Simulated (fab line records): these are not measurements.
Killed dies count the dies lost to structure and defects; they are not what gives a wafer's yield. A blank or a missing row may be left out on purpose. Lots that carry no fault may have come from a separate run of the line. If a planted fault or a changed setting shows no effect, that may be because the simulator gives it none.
Split-lot study ; flow n5-finfet ; on a route of 1938 steps: 7 lots, 39 wafers read

## ABOUT THE SPLIT
At N5_BEOL_M15_ILD_DEP_00 (deposits SiO2 from TEOS/O2, target thk 1629.3 nm, time 346.1 s), the setting time-s was moved away from the recipe's 346.1 s on 15 of the 39 wafers read, by -52.4% to +59.5%. For the rest of the wafers, this setting stayed at what the recipe calls for.

Split to reading: the file shows no intervening step.

## THE READING
Values of M15_ILD_THK in nm from N5_BEOL_M15_THK_MEAS_01. On this fab line, fault-free wafers typically give 1621 nm with a standard deviation of 24 nm.

wafer;tool, chamber at the split;time-s as run, s;against the recipe;M15_ILD_THK, nm;against lot-mates on the recipe
L074.1;pecvd-02, 0;552.1;+59.5%;2591;+962
L074.2;pecvd-02, 1;346.1;recipe;1626;-
L074.3;pecvd-02, 2;552.1;+59.5%;2532;+903
L074.4;pecvd-02, 1;552.1;+59.5%;2632;+1003
L074.5;pecvd-02, 0;346.1;recipe;1650;-
L074.6;pecvd-02, 2;346.1;recipe;1612;-
L077.3;pecvd-02, 0;346.1;recipe;1595;-
L077.4;pecvd-02, 0;346.1;recipe;1615;-
L077.6;pecvd-02, 1;346.1;recipe;1619;-
L078.1;pecvd-04, 1;346.1;recipe;1642;-
L078.2;pecvd-04, 2;164.6;-52.4%;782;-869
L078.3;pecvd-04, 0;164.6;-52.4%;773;-878
L078.4;pecvd-04, 2;164.6;-52.4%;787;-864
L078.5;pecvd-04, 1;346.1;recipe;1662;-
L078.6;pecvd-04, 0;346.1;recipe;1650;-
L081.1;pecvd-04, 1;346.1;recipe;1626;-
L081.2;pecvd-04, 0;346.1;recipe;1591;-
L081.3;pecvd-04, 2;346.1;recipe;1611;-
L081.4;pecvd-04, 2;346.1;recipe;1639;-
L081.5;pecvd-04, 1;346.1;recipe;1645;-
L081.6;pecvd-04, 0;346.1;recipe;1634;-
L082.1;pecvd-04, 1;346.1;recipe;1637;-
L082.2;pecvd-04, 2;443.9;+28.3%;2099;+450
L082.3;pecvd-04, 0;443.9;+28.3%;2071;+422
L082.4;pecvd-04, 2;346.1;recipe;1663;-
L082.5;pecvd-04, 0;346.1;recipe;1647;-
L082.6;pecvd-04, 1;443.9;+28.3%;2133;+484
L089.1;pecvd-02, 1;530.1;+53.2%;2464;+856
L089.2;pecvd-02, 2;346.1;recipe;1592;-
L089.3;pecvd-02, 0;346.1;recipe;1609;-
L089.4;pecvd-02, 0;530.1;+53.2%;2520;+912
L089.5;pecvd-02, 1;346.1;recipe;1623;-
L089.6;pecvd-02, 2;530.1;+53.2%;2483;+875
L093.1;pecvd-03, 2;282.5;-18.4%;1333;-283
L093.2;pecvd-03, 0;346.1;recipe;1598;-
L093.3;pecvd-03, 1;282.5;-18.4%;1305;-311
L093.4;pecvd-03, 2;282.5;-18.4%;1354;-262
L093.5;pecvd-03, 1;346.1;recipe;1626;-
L093.6;pecvd-03, 0;346.1;recipe;1623;-

FIT RESULTS
A straight line over all 39 wafers: M15_ILD_THK changes by +16.2 nm for each +1% of time-s; r = +1.00; the points scatter about the line by 24 nm.
The same after taking each lot's own level away (the mean of its wafers on the recipe; 39 wafers): +16.3 nm for each +1%; r = +1.00; scatter 22 nm.
Per that fit: largest time-s move, reading shift of 9.7e+02 nm.
The span of the lots' own levels, 1608.0 to 1651.3 nm, comes to 1.8 times the standard deviation stated above.
The two slopes agree, so the slope changes little with the lot-to-lot level.
Check: for one of the wafers moved furthest among these (+59.5%), held out of the fit, the line's prediction against its lot-mates is +972 nm. It came out at +962 nm against them.

## THE WHOLE CHAIN: every reading that the file lists as answering this split, in the file's order
step;what it does;reading;change (the file's fit);r (the file's)
N5_BEOL_M15_ILD_DEP_00;deposits SiO2 from TEOS/O2, target thk 1629.3 nm, time 346.1 s;SiO2_of_BEOL_M15_ILD_DEP_00.thk-nm (the simulator's own value, which no gauge read);+16.3 nm for each +1% of the setting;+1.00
N5_BEOL_M15_THK_MEAS_01;;M15_ILD_THK;+16.3 for each +1% of the setting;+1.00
N5_BEOL_M15_VIA_ETCH_16;etches SiO2 in C4F8/O2/Ar, target depth 1792.2 nm;etch.depth-nm (the simulator's own value, which no gauge read);+16.3 nm for each +1% of the setting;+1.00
N5_BEOL_M15_VIA_ETCH_16;etches SiO2 in C4F8/O2/Ar, target depth 1792.2 nm;coat_of_BEOL_M15_COAT_04.thk-nm (the simulator's own value, which no gauge read);-3.78 nm for each +1% of the setting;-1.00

## FILE'S OWN FIT
M15_ILD_THK changes by +16.3 nm for each +1% of time-s, r = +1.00.
